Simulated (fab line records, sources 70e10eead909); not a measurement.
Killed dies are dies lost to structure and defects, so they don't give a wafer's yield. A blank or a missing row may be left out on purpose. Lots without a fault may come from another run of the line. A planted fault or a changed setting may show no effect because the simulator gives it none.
Which tool did it? | flow nand_harc | 24 lots, 72 wafers sampled, at 4 steps of a route of 1302

WHAT THE GAUGES READ, wafer by wafer
NHARC_P_CONTACT_CD_MEAS_19.
lot  | measured     | on        | cd_nm (nm)
L074 | day 6 03:57  | cd_sem-02 | 89.8 89.5 90.1
L075 | day 6 04:16  | cd_sem-03 | 92.0 86.0 90.9
L076 | day 6 17:05  | cd_sem-03 | 86.8 89.1 87.2
L077 | day 7 07:55  | cd_sem-02 | 88.8 88.9 90.8
L078 | day 7 14:41  | cd_sem-03 | 90.5 89.9 90.8
L079 | day 7 21:32  | cd_sem-01 | 91.6 89.4 90.7
L080 | day 8 14:25  | cd_sem-03 | 90.8 91.5 89.9
L081 | day 9 06:50  | cd_sem-03 | 91.6 88.9 92.8
L082 | day 9 10:55  | cd_sem-03 | 89.1 90.0 92.5
L083 | day 9 20:22  | cd_sem-03 | 90.7 92.2 89.9
L084 | day 10 14:19 | cd_sem-02 | 85.9 87.0 90.2
L085 | day 10 16:20 | cd_sem-01 | 92.8 86.4 90.3
L087 | day 11 03:52 | cd_sem-03 | 88.7 90.5 88.1
L086 | day 11 04:12 | cd_sem-02 | 93.1 89.3 88.0
L089 | day 11 20:33 | cd_sem-02 | 88.5 88.0 94.2
L088 | day 11 21:34 | cd_sem-03 | 90.7 87.0 90.5
L090 | day 12 18:33 | cd_sem-03 | 88.8 92.1 89.2
L091 | day 12 19:54 | cd_sem-03 | 93.2 90.5 87.3
L092 | day 13 12:16 | cd_sem-02 | 92.3 91.7 89.8
L093 | day 13 17:00 | cd_sem-01 | 93.5 88.1 92.7
L094 | day 14 05:08 | cd_sem-02 | 88.9 89.3 91.1
L095 | day 14 22:00 | cd_sem-01 | 86.5 89.1 86.1
L096 | day 15 08:20 | cd_sem-03 | 88.1 88.7 87.3
L097 | day 15 08:48 | cd_sem-03 | 90.6 89.4 86.7

NHARC_P_M0_CD_MEAS_09: target cd 90 nm.
lot  | measured     | on        | cd_nm (nm)
L074 | day 6 06:56  | cd_sem-01 | 90.3 90.6 90.6
L075 | day 6 07:23  | cd_sem-01 | 89.6 89.8 90.3
L076 | day 6 20:13  | cd_sem-02 | 89.2 89.7 90.6
L077 | day 7 11:08  | cd_sem-03 | 90.1 89.7 88.9
L078 | day 7 17:53  | cd_sem-01 | 90.0 89.7 89.2
L079 | day 8 00:43  | cd_sem-03 | 89.6 91.7 90.5
L080 | day 8 17:33  | cd_sem-03 | 88.6 90.4 91.1
L081 | day 9 09:56  | cd_sem-03 | 90.1 90.4 90.5
L082 | day 9 14:01  | cd_sem-01 | 89.2 89.7 90.3
L083 | day 9 23:21  | cd_sem-01 | 91.1 89.9 90.7
L084 | day 10 17:26 | cd_sem-01 | 89.4 89.4 90.3
L085 | day 10 19:34 | cd_sem-01 | 90.6 89.5 90.7
L087 | day 11 06:59 | cd_sem-01 | 88.7 89.2 89.3
L086 | day 11 07:29 | cd_sem-02 | 90.0 90.4 90.3
L089 | day 11 23:40 | cd_sem-03 | 89.8 90.2 88.3
L088 | day 12 00:39 | cd_sem-03 | 89.2 90.7 90.0
L090 | day 12 21:40 | cd_sem-02 | 88.9 90.0 89.6
L091 | day 12 23:01 | cd_sem-02 | 90.1 88.5 89.6
L092 | day 13 15:27 | cd_sem-01 | 91.0 89.5 90.0
L093 | day 13 20:07 | cd_sem-01 | 90.6 90.4 90.6
L094 | day 14 08:17 | cd_sem-01 | 90.7 89.8 89.7
L095 | day 15 00:59 | cd_sem-01 | 89.3 90.1 90.5
L096 | day 15 11:28 | cd_sem-02 | 90.6 89.3 90.4
L097 | day 15 11:47 | cd_sem-01 | 89.1 90.6 90.0

WHICH TOOL RAN EACH LOT (tool, then ch and the chambers of the sampled wafers, then the start)
lot  | NHARC_P_CONTACT_PVD_32                  | NHARC_P_CONTACT_ALD_22
L074 | pvd_sputter-02, day 6 04:54 or earlier  | ald_metal-01 ch 2,3, day 6 04:54
L075 | pvd_sputter-02, day 6 05:16 or earlier  | ald_metal-03 ch 0,1,3, day 6 05:16
L076 | pvd_sputter-01, day 6 18:05 or earlier  | ald_metal-04 ch 1,2,3, day 6 18:05
L077 | pvd_sputter-02, day 7 08:59 or earlier  | ald_metal-04 ch 1,2, day 7 08:59
L078 | pvd_sputter-03, day 7 15:42 or earlier  | ald_metal-03 ch 1,2,3, day 7 15:42
L079 | pvd_sputter-03, day 7 22:34 or earlier  | ald_metal-04 ch 1,3, day 7 22:34
L080 | pvd_sputter-01, day 8 15:26 or earlier  | ald_metal-01 ch 1,2,3, day 8 15:26
L081 | pvd_sputter-02, day 9 07:47 or earlier  | ald_metal-04 ch 2,3, day 9 07:47
L082 | pvd_sputter-03, day 9 11:52 or earlier  | ald_metal-01 ch 2,3, day 9 11:52
L083 | pvd_sputter-02, day 9 21:19 or earlier  | ald_metal-01 ch 2,3, day 9 21:19
L084 | pvd_sputter-02, day 10 15:19 or earlier | ald_metal-01 ch 0,2,3, day 10 15:19
L085 | pvd_sputter-03, day 10 17:17 or earlier | ald_metal-03 ch 1,2,3, day 10 17:17
L087 | pvd_sputter-02, day 11 04:53 or earlier | ald_metal-04 ch 0,2,3, day 11 04:53
L086 | pvd_sputter-01, day 11 05:12 or earlier | ald_metal-03 ch 0,1,2, day 11 05:12
L089 | pvd_sputter-02, day 11 21:33 or earlier | ald_metal-04 ch 0,2,3, day 11 21:33
L088 | pvd_sputter-02, day 11 22:37 or earlier | ald_metal-01 ch 0,1,3, day 11 22:37
L090 | pvd_sputter-03, day 12 19:30 or earlier | ald_metal-04 ch 1,3, day 12 19:30
L091 | pvd_sputter-01, day 12 20:52 or earlier | ald_metal-01 ch 0,3, day 12 20:52
L092 | pvd_sputter-02, day 13 13:15 or earlier | ald_metal-01 ch 0,1,2, day 13 13:15
L093 | pvd_sputter-02, day 13 17:59 or earlier | ald_metal-03 ch 0,2,3, day 13 17:59
L094 | pvd_sputter-01, day 14 06:07 or earlier | ald_metal-04 ch 0,1, day 14 06:07
L095 | pvd_sputter-02, day 14 22:58 or earlier | ald_metal-03 ch 1,3, day 14 22:58
L096 | pvd_sputter-01, day 15 09:20 or earlier | ald_metal-03 ch 1,2,3, day 15 09:20
L097 | pvd_sputter-03, day 15 09:46 or earlier | ald_metal-01 ch 1,2, day 15 09:46
- NHARC_P_CONTACT_PVD_32: deposits Ti, target thk 5 nm, time 17.7 s.
- NHARC_P_CONTACT_ALD_22: deposits TiN, target thk 3 nm, pulse time 1 s, ald cycles 150.

WHAT THE TOOLS THEMSELVES READ (means of the sampled wafers that have a number; where no wafer has one, the mark that the record gives instead)
NHARC_P_CONTACT_PVD_32.
lot  | tool           | throttle_valve_pct (%)
L074 | pvd_sputter-02 | 30.5
L075 | pvd_sputter-02 | 30.2
L076 | pvd_sputter-01 | 29.2
L077 | pvd_sputter-02 | 30.4
L078 | pvd_sputter-03 | 30.0
L079 | pvd_sputter-03 | 30.7
L080 | pvd_sputter-01 | 29.2
L081 | pvd_sputter-02 | 29.2
L082 | pvd_sputter-03 | 31.3
L083 | pvd_sputter-02 | 29.4
L084 | pvd_sputter-02 | 30.3
L085 | pvd_sputter-03 | 30.7
L087 | pvd_sputter-02 | 29.2
L086 | pvd_sputter-01 | 29.7
L089 | pvd_sputter-02 | 29.3
L088 | pvd_sputter-02 | 30.3
L090 | pvd_sputter-03 | 32.1
L091 | pvd_sputter-01 | 30.1
L092 | pvd_sputter-02 | 29.3
L093 | pvd_sputter-02 | 29.7
L094 | pvd_sputter-01 | 30.0
L095 | pvd_sputter-02 | 29.7
L096 | pvd_sputter-01 | 29.8
L097 | pvd_sputter-03 | 29.7

NHARC_P_CONTACT_ALD_22.
lot  | tool         | heater_power_w (W) | precursor_pulse_height_rel
L074 | ald_metal-01 | 1034               | 1.000
L075 | ald_metal-03 | 1079               | 1.000
L076 | ald_metal-04 | 1073               | 1.005
L077 | ald_metal-04 | 1062               | 1.009
L078 | ald_metal-03 | 1174               | 1.018
L079 | ald_metal-04 | 1073               | 0.992
L080 | ald_metal-01 | 1076               | 0.999
L081 | ald_metal-04 | 1024               | 1.006
L082 | ald_metal-01 | 1013               | 1.001
L083 | ald_metal-01 | 1043               | 1.021
L084 | ald_metal-01 | 1039               | 0.971
L085 | ald_metal-03 | 1221               | 1.014
L087 | ald_metal-04 | 1050               | 1.010
L086 | ald_metal-03 | 1138               | 0.993
L089 | ald_metal-04 | 1044               | 1.004
L088 | ald_metal-01 | 1086               | 0.999
L090 | ald_metal-04 | 1091               | 1.002
L091 | ald_metal-01 | 1043               | 0.986
L092 | ald_metal-01 | 1085               | 0.980
L093 | ald_metal-03 | 1123               | 1.000
L094 | ald_metal-04 | 1098               | 0.994
L095 | ald_metal-03 | 1233               | 1.004
L096 | ald_metal-03 | 1232               | 0.973
L097 | ald_metal-01 | 1076               | 0.986

THE ANSWER, worked out from the rows above alone
Rule: what is usual is taken from the lots themselves. Put in order of their means at a reading, lots are off if they are a third of the lots or fewer, leave a main group of 4 or more, and stand apart from it by a gap of 3 or more times the standard deviation of the main group's means; of several such gaps the widest counts. A main group whose means are all the same, to the digits that the tables above print for the reading, isn't used. A lot without any number at a reading at which 4 lots or more have one is off too. The other lots that the step has rows for count as sound. The gauges are gone through in route order, then the tools' own readings, and for those a lot's mean is taken as printed above. The first step at which some lot is off is used, and at that step the reading that is off furthest; a lot without a number counts as furthest.
No lot is off at any reading shown: from this, nothing can be told.

WHAT THE SIMULATOR HAD PUT IN
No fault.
